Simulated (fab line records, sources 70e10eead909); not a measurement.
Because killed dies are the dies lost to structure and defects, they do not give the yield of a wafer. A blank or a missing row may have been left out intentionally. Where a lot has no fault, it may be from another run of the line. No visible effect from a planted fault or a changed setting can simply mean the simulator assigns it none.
A struck lot beside a sound one | flow nandHarc | 14 out of 1159 route steps
Sound: wafers L433.1, L433.2, L433.4. Struck: wafers L449.1, L449.6 (left out: L449.5, a lot-mate that was not struck); the cause follows at the end.
Per side, at each step with rows, come the tool, then ch with its chambers, and then its first start. Under that, the readings that differ: sound wafers | struck wafers | difference of the means | sigmas: that difference in standard deviations of wafers without a fault.
alike: a reading whose means differ by less than 2 such deviations, as well as words and numbers matching on both sides. not compared: withheld readings; readings where some wafer has no value; bounds like >300 that might hide an equal value; numbers whose values overlap and for which the record gives no deviation.
Wherever a step has rows on one side only, a row that says differs or no value, or a row with sigmas, the two part there. Numbers that have no deviation but don't overlap get no sigmas and don't part them. A reading missing from all wafers of one side parts the sides only when that side holds two or more wafers.

first, 5 steps without rows for these wafers: NHARC_A_STAIRCASE_EXPOSE_06 (exposes mask STAIR); NHARC_A_STAIRCASE_PEB_07 (peb time 130 s); NHARC_A_STAIRCASE_DEVELOP_08 (time 140 s); NHARC_A_STAIRCASE_HARDBAKE_10 (time 140 s); NHARC_A_STAIRCASE_DESCUM_11 (chemistry O2, time 3 s).
NHARC_A_STAIRCASE_TRIM_12: chemistry O2, time 211.2 s.
  sound on rieDiel-08 ch 0,2,3, day 11 00:30; struck on rieDiel-08 ch 1,2, day 15 00:28
  alike: drypumpMotorCurrentA, oesProductAu, rfVppV, showerheadPlenumPTorr, throttleValvePct
  not compared: rfHoursCounterH
NHARC_A_STAIRCASE_ETCH_13: etches the open film in C4F8/O2, target depth 100 nm, time 40.5 s.
  sound on rieDiel-08 ch 0,2,3; struck on rieDiel-08 ch 0,1
  alike: oesProductAu, rfVppV
  not compared: rfHoursCounterH
NHARC_A_STAIRCASE_TRIM_14: chemistry O2, time 211.2 s.
  sound on rieDiel-08 ch 1,2,3; struck on rieDiel-08 ch 0,2
  alike: drypumpMotorCurrentA, oesProductAu, rfVppV, showerheadPlenumPTorr, throttleValvePct
  not compared: rfHoursCounterH
then, 2 steps without rows for these wafers: NHARC_A_STAIRCASE_ETCH_15 (etches the open film in C4F8/O2, target depth 100 nm, time 40.5 s); NHARC_A_STAIRCASE_TRIM_16 (chemistry O2, time 211.2 s).
NHARC_A_STAIRCASE_ETCH_17: etches the open film in C4F8/O2, target depth 100 nm, time 40.5 s.
  sound on rieDiel-08 ch 0,2,3; struck on rieDiel-08 ch 0,2
  alike: oesProductAu, rfVppV
  not compared: rfHoursCounterH
NHARC_A_STAIRCASE_TRIM_18: chemistry O2, time 211.2 s.
  sound on rieDiel-08 ch 0,1,2, day 11 01:17; struck on rieDiel-08 ch 0, day 15 01:07
reading             | sound             | struck      | difference | sigmas
oesProductAu (a.u.) | 1.019 1.006 1.015 | 1.277 1.281 | +0.266     | +17
rfVppV (V)          | 54.8 57.7 57.9    | 59.3 58.4   | +2.0       | +2
  alike: drypumpMotorCurrentA, showerheadPlenumPTorr, throttleValvePct
  not compared: rfHoursCounterH
NHARC_A_STAIRCASE_ETCH_19: etches the open film in C4F8/O2, target depth 100 nm, time 40.5 s.
  sound on rieDiel-08 ch 0,1,3; struck on rieDiel-08 ch 1,2
  alike: oesProductAu, rfVppV
  not compared: rfHoursCounterH
-- jump in the record: it breaks off in module A_STAIRCASE and resumes in module END (first step shown: number 1159 of the route), and 8 days separate the struck wafers' starts before and after --
NHARC_END_SORT_01:
  sound on prober-02 ch 0, day 20 01:11; struck on prober-02 ch 0, day 23 12:10
reading       | sound    | struck                                          | difference                   | sigmas
hold          | - - -    | awaitDispo/1.6h/release awaitDispo/1.6h/release | no value on the sound wafers | 
killedAtArray | 20 25 25 | 595 578                                         | +563                         | +56
killedDies    | 24 30 28 | 595 581                                         | +561                         | +56
  alike: killedAtOther, killedAtPeriphery, killedOpen, killedShort

WHERE THEY PART
First at NHARC_A_STAIRCASE_TRIM_18; last, within this record, at NHARC_END_SORT_01.

WHY: the cause the simulator had injected
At NHARC_A_STAIRCASE_TRIM_18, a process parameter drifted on rieDiel-08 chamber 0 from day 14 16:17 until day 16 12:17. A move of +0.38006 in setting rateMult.
